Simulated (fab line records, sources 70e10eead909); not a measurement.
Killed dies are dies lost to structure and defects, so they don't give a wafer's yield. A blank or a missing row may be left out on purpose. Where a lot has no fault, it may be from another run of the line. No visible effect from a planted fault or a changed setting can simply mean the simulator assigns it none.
Chamber matching ; flow nand-harc ; pecvd-03 running NHARC_P_M1_DEP_33: 3 sister chambers
The step deposits SiCN, target thk 30 nm. 18 wafers are shown with their chamber, then 9 later ones without.

== WAFERS PAIRED WITH THEIR CHAMBERS ==
wafer;chamber;showerhead-vpp-V (V);heater-power-w (W)
L076.2;0;1285;516
L076.3;2;1361;469
L076.4;0;1282;532
L077.1;2;1348;531
L077.5;1;1320;467
L077.6;2;1342;542
L078.4;1;1278;511
L078.5;0;1331;623
L078.6;2;1360;510
L083.1;1;1288;536
L083.5;1;1293;535
L083.6;2;1340;554
L086.1;0;1272;530
L086.2;1;1291;570
L086.3;2;1344;557
L088.1;2;1335;604
L088.3;1;1290;596
L088.4;2;1347;584

SIGNATURES (averages over the wafers above)
reading;chamber 0;chamber 1;chamber 2;scatter within a chamber
showerhead-vpp-V;1292.50;1293.33;1347.12;15.6
heater-power-w;550.25;535.83;543.88;44.6
Rule: for each reading, subtract the chamber's mean from the wafer's reading, divide by that reading's scatter and square the result; add these up over the readings and take the root, which gives the wafer's distance from the chamber. If the next closest chamber is less than 2 further off than the closest, the wafer can't be placed; otherwise it belongs to the closest. The scatter: take each reading less its chamber's mean, square it, sum over the shown wafers, divide by the number of wafers less the number of chambers, and take the root.

== WAFERS WHOSE CHAMBER IS MISSING ==
wafer;showerhead-vpp-V (V);heater-power-w (W)
L090.1;1289;507
L090.3;1289;510
L090.5;1289;516
L093.1;1349;579
L093.5;1285;544
L093.6;1335;549
L096.1;1295;592
L096.3;1293;580
L096.6;1349;557

== WHICH CHAMBER EACH ONE RAN IN ==
wafer;from the rows above;in truth
L090.1;can't be placed: 1 or 0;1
L090.3;can't be placed: 1 or 0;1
L090.5;can't be placed: 1 or 0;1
L093.1;2;2
L093.5;can't be placed: 0 or 1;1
L093.6;can't be placed: 2 or 1 or 0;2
L096.1;can't be placed: 0 or 1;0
L096.3;can't be placed: 0 or 1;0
L096.6;2;2
Correctly placed: 2 of 9. Unplaceable from these rows: 7, with the true chamber sitting among the candidates in 7. 0 placed wrongly.
